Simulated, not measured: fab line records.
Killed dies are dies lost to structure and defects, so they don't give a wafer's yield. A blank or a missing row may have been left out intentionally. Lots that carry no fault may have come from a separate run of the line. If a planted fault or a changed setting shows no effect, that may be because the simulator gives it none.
Matching of chambers    flow nandHarc    cmp-04 running NHARC_A_BONDPAD_CMP_19: 4 sister chambers
The step polishes, t overpolish 30 s, cu recess touch 16 s, target thk 169.82 nm. 18 wafers are shown with their chamber, then 9 later ones without.

== WAFERS WITH THEIR CHAMBER ==
wafer   chamber  motorCurrentA (A)  retainingRingPressureFrac  overpolishRunS (s)
L077.4  3        10.2               1.001                      30.009
L077.5  1        12.0               1.003                      30.011
L077.6  2        12.6               1.009                      29.995
L079.1  3        10.8               0.987                      29.998
L079.4  0        11.5               0.991                      30.002
L079.5  0        11.2               0.989                      30.006
L082.2  1        12.0               1.005                      29.997
L082.4  3        10.6               0.998                      30.003
L082.5  2        12.8               0.996                      29.996
L087.1  0        12.7               1.002                      29.986
L087.3  2        13.5               1.010                      30.001
L087.4  1        11.8               1.001                      30.011
L090.1  3        10.6               1.006                      30.007
L090.3  1        11.4               0.991                      30.014
L090.4  2        13.3               1.003                      30.004
L093.1  2        12.4               0.999                      30.008
L093.3  1        12.2               0.999                      30.004
L093.5  1        11.9               0.997                      29.992

SIGNATURES (averages over the wafers above)
reading                    chamber 0  chamber 1  chamber 2  chamber 3  scatter within a chamber
motorCurrentA              11.800     11.883     12.920     10.550     0.438
retainingRingPressureFrac  0.99400    0.99933    1.00340    0.99800    0.00635
overpolishRunS             29.99800   30.00483   30.00080   30.00425   0.00756
Rule: a wafer lies at a distance from a chamber equal to the root of the sum of squares, over the readings, of (its reading less the chamber's mean, divided by the reading's scatter). The wafer belongs to the nearest chamber; if the next one is less than 2 further off, it can't be placed. The scatter: the root of (the sum of the squares of (reading less its chamber's mean) over the shown wafers, divided by (wafers less chambers)).

== WAFERS WITHOUT THEIR CHAMBER ==
wafer   motorCurrentA (A)  retainingRingPressureFrac  overpolishRunS (s)
L092.1  11.3               0.996                      29.988
L092.2  12.8               1.003                      30.007
L092.3  12.5               1.000                      29.997
L092.4  11.5               0.999                      29.992
L092.5  10.3               1.001                      30.006
L092.6  12.2               1.005                      29.984
L095.2  12.1               1.000                      29.995
L095.4  9.7                0.998                      30.004
L095.5  11.9               1.000                      29.997

== WHICH CHAMBER EACH WENT THROUGH ==
wafer   from the rows above           in truth
L092.1  can't be placed: 0 or 1 or 3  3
L092.2  can't be placed: 2 or 1       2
L092.3  can't be placed: 2 or 1 or 0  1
L092.4  can't be placed: 0 or 1 or 3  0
L092.5  3                             3
L092.6  can't be placed: 0 or 2 or 1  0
L095.2  can't be placed: 0 or 1 or 2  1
L095.4  3                             3
L095.5  can't be placed: 0 or 1 or 2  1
Correctly placed: 2 of 9. Can't be placed from these rows: 7 (the true chamber is among the candidates in 7). 0 placed wrongly.
